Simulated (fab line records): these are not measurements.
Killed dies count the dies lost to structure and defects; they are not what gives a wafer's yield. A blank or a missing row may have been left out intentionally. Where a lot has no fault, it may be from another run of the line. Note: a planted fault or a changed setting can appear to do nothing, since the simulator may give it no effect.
Split-lot trial -- flow n5_finfet -- 21 wafers read across 7 lots, on a route 1938 steps long

== SPLIT DETAILS ==
At N5_MIM_BOT_ETCH_ETCH_04 (etches SiNx in CF4/O2, target depth 26 nm, time 13 s), the setting time_s was moved away from the recipe's 13 s on 10 of the 21 wafers read, by -22.0% to +14.8%. For the rest of the wafers, this setting stayed at what the recipe calls for.

Reading taken at the split's own step.

== THE READING ==
etch.depth_nm (the simulator's own value, which no gauge read), in nm, at N5_MIM_BOT_ETCH_ETCH_04 (etches SiNx in CF4/O2, target depth 26 nm, time 13 s). There is no usual value for it anywhere in the file. Across the 11 wafers here that went through the recipe, the average is 26.40 nm and the standard deviation 0.63 nm.

wafer,"tool, chamber at the split","time_s as run, s",against the recipe,"etch.depth_nm, nm",against lot-mates on the recipe
L079.3,"rie_diel-03, 0",13,recipe,25.6,-
L079.5,"rie_diel-03, 3",13,recipe,25.91,-
L079.6,"rie_diel-03, 2",13,recipe,26.84,-
L084.1,"rie_diel-06, 1",13,recipe,25.85,-
L084.2,"rie_diel-06, 3",13,recipe,27.76,-
L084.6,"rie_diel-06, 2",14.92,+14.8%,30.49,+3.68
L085.2,"rie_diel-03, 1",10.62,-18.3%,21.76,-4.46
L085.5,"rie_diel-03, 3",13,recipe,25.76,-
L085.6,"rie_diel-03, 2",13,recipe,26.68,-
L091.1,"rie_diel-06, 2",14.27,+9.8%,29.2,+3.03
L091.4,"rie_diel-06, 3",14.27,+9.8%,30.28,+4.11
L091.5,"rie_diel-06, 1",13,recipe,26.17,-
L092.3,"rie_diel-06, 0",14.63,+12.5%,28.82,no lot-mate on the recipe
L092.4,"rie_diel-06, 3",14.63,+12.5%,31.25,no lot-mate on the recipe
L092.5,"rie_diel-06, 3",14.63,+12.5%,31.14,no lot-mate on the recipe
L097.1,"rie_diel-02, 2",13,recipe,27.03,-
L097.2,"rie_diel-02, 1",10.14,-22.0%,20.65,-6.38
L097.4,"rie_diel-02, 3",10.14,-22.0%,20.42,-6.61
L096.2,"rie_diel-03, 2",13,recipe,26.71,-
L096.3,"rie_diel-03, 0",11.9,-8.5%,22.96,-3.43
L096.4,"rie_diel-03, 3",13,recipe,26.07,-

THE FIT
A straight line over all 21 wafers: etch.depth_nm changes by +0.287 nm for each +1% of time_s; r = +0.97; the points scatter about the line by 0.77 nm.
The same after taking each lot's own level away (the mean of its wafers on the recipe; 18 wafers): +0.293 nm for each +1%; r = +0.98; scatter 0.66 nm.
Per that fit: largest time_s move, reading shift of 6.4 nm.
Measured against the standard deviation above, the lots' own levels, which go from 26.117 to 27.030 nm, span 1.4 times it.
Consequently the slope shifts little with the lot-to-lot level, the two slopes agreeing.
Check: with one of the wafers moved furthest among these (-22.0%) left out of the fit, the line predicts -6.41 nm for it against its lot-mates. It came out at -6.38 nm against them.

== THE OTHER SPLITS THESE WAFERS WENT THROUGH ==
Other splits were also applied to these wafers ahead of the reading. Each is held against what the fit with the lots' levels taken away leaves over:
other split on the same wafers,wafers away from the commonest value,r with etch.depth_nm (lot level and that fit taken away)
N5_BEOL_M14_EXPOSE_07 dose_mj,5,+0.05
N5_BEOL_M14_EXPOSE_25 dose_mj,8,+0.35
N5_BEOL_M14_DESCUM_33 time_s,6,+0.12
N5_MIM_BOT_SPUTTER_00 time_s,6,+0.45

== FILE'S OWN FIT ==
etch.depth_nm changes by +0.285 nm for each +1% of time_s, r = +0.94.
